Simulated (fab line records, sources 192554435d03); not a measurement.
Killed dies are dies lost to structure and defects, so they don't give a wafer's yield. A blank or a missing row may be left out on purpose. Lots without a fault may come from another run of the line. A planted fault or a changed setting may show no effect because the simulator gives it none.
Split-lot experiment | flow n5_finfet | 7 lots, 21 wafers read, on a route of 1938 steps

THE SPLIT
At N5_BEOL_M3_COAT_61 (time 60 s, resist thk 60 nm), the setting spin_rpm was moved away from the recipe's 1500 rpm on 6 of the 21 wafers read, by -8.7% to -5.9%. The other wafers ran this setting at the recipe's value.

FROM THE SPLIT TO THE READING: what the file shows between them, 8 steps
- N5_BEOL_M3_COAT_62: time 60 s, resist thk 12 nm
- N5_BEOL_M3_COAT_73: time 60 s, resist thk 5 nm
- N5_BEOL_M3_ETCH_74: etches underlayer in N2/H2, target depth 6.5 nm, time 5.2 s
- N5_BEOL_M3_ETCH_63: etches SiARC in CF4, target depth 15.6 nm, time 26 s
- N5_BEOL_M3_ETCH_64: etches SOC in N2/H2, target depth 75 nm, overetch 15 nm, time 112.5 s
- N5_BEOL_M3_STRIP_65: strips in N2/H2
- N5_BEOL_M3_STRIP_75: strips in N2/H2
- N5_BEOL_M3_STRIP_66: strips in CF4

THE READING
SOC_of_BEOL_M3_COAT_61.thk_nm (the simulator's own value, which no gauge read), in nm, at N5_BEOL_M3_HM_OPEN_17 (chemistry Cl2/BCl3, target TiN, target depth 20 nm, overetch 6 nm). The file gives no usual value for it. The 15 wafers here that ran the recipe average 52.2 nm, standard deviation 0.27 nm.

wafer  | tool, chamber at the split | spin_rpm as run, rpm | against the recipe | SOC_of_BEOL_M3_COAT_61.thk_nm, nm | against lot-mates on the recipe
L079.2 | litho_track-05, 0          | 1412                 | -5.9%              | 53.6                              | +1.2
L079.4 | litho_track-05, 0          | 1500                 | recipe             | 52.4                              | -
L079.5 | litho_track-05, 0          | 1412                 | -5.9%              | 53.8                              | +1.4
L082.1 | litho_track-05, 0          | 1500                 | recipe             | 52.4                              | -
L082.6 | litho_track-05, 0          | 1500                 | recipe             | 52.4                              | -
L082.2 | litho_track-05, 0          | 1500                 | recipe             | 52.6                              | -
L084.2 | litho_track-05, 0          | 1500                 | recipe             | 52.2                              | -
L084.4 | litho_track-05, 0          | 1500                 | recipe             | 51.8                              | -
L084.6 | litho_track-05, 0          | 1500                 | recipe             | 52                                | -
L086.3 | litho_track-05, 0          | 1370                 | -8.7%              | 55                                | +2.8
L086.5 | litho_track-05, 0          | 1500                 | recipe             | 52.2                              | -
L086.6 | litho_track-05, 0          | 1370                 | -8.7%              | 54.6                              | +2.4
L087.1 | litho_track-03, 0          | 1379                 | -8.1%              | 54.4                              | +2.0
L087.2 | litho_track-03, 0          | 1500                 | recipe             | 52.4                              | -
L087.5 | litho_track-03, 0          | 1500                 | recipe             | 52.4                              | -
L088.1 | litho_track-05, 0          | 1500                 | recipe             | 52.2                              | -
L088.3 | litho_track-05, 0          | 1376                 | -8.3%              | 54.6                              | +2.6
L088.5 | litho_track-05, 0          | 1500                 | recipe             | 51.8                              | -
L091.2 | litho_track-03, 0          | 1500                 | recipe             | 51.8                              | -
L091.5 | litho_track-03, 0          | 1500                 | recipe             | 51.8                              | -
L091.6 | litho_track-03, 0          | 1500                 | recipe             | 52                                | -

THE FIT
A straight line over all 21 wafers: SOC_of_BEOL_M3_COAT_61.thk_nm changes by -0.29 nm for each +1% of spin_rpm; r = -0.97; the points scatter about the line by 0.26 nm.
The same after taking each lot's own level away (the mean of its wafers on the recipe; 21 wafers): -0.28 nm for each +1%; r = -0.98; scatter 0.2 nm.
On that fit, the largest move of spin_rpm shifts the reading by 2.4 nm.
The lots' own levels span 51.87 to 52.47 nm, that is 2.3 times the standard deviation above.
So the lot-to-lot level changes the slope little: the two slopes agree.
Check: with one of the wafers moved furthest among these (-8.7%) left out of the fit, the line predicts +2.3 nm for it against its lot-mates. It came out at +2.8 nm against them.

OTHER SPLITS ON THESE WAFERS
These wafers also went through other splits before the reading. Each is held against what the fit with the lots' levels taken away leaves over:
other split on the same wafers | wafers away from the commonest value | r with SOC_of_BEOL_M3_COAT_61.thk_nm (lot level and that fit taken away)
N5_BEOL_M2_ALD_98 ald_cycles   | 6                                    | -0.14

THE WHOLE CHAIN: every reading that the file lists as answering this split, in the file's order
step                  | what it does                                                          | reading                                                                        | change (the file's fit)               | r (the file's)
N5_BEOL_M3_COAT_61    | time 60 s, resist thk 60 nm                                           | SOC_of_BEOL_M3_COAT_61.thk_nm (the simulator's own value, which no gauge read) | -0.297 nm for each +1% of the setting | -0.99
N5_BEOL_M3_ETCH_64    | etches SOC in N2/H2, target depth 75 nm, overetch 15 nm, time 112.5 s | etch.depth_nm (the simulator's own value, which no gauge read)                 | -0.3 nm for each +1% of the setting   | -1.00
N5_BEOL_M3_HM_OPEN_17 | chemistry Cl2/BCl3, target TiN, target depth 20 nm, overetch 6 nm     | SOC_of_BEOL_M3_COAT_61.thk_nm (the simulator's own value, which no gauge read) | -0.279 nm for each +1% of the setting | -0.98

THE FILE'S OWN FIT
SOC_of_BEOL_M3_COAT_61.thk_nm changes by -0.279 nm for each +1% of spin_rpm, r = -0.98.
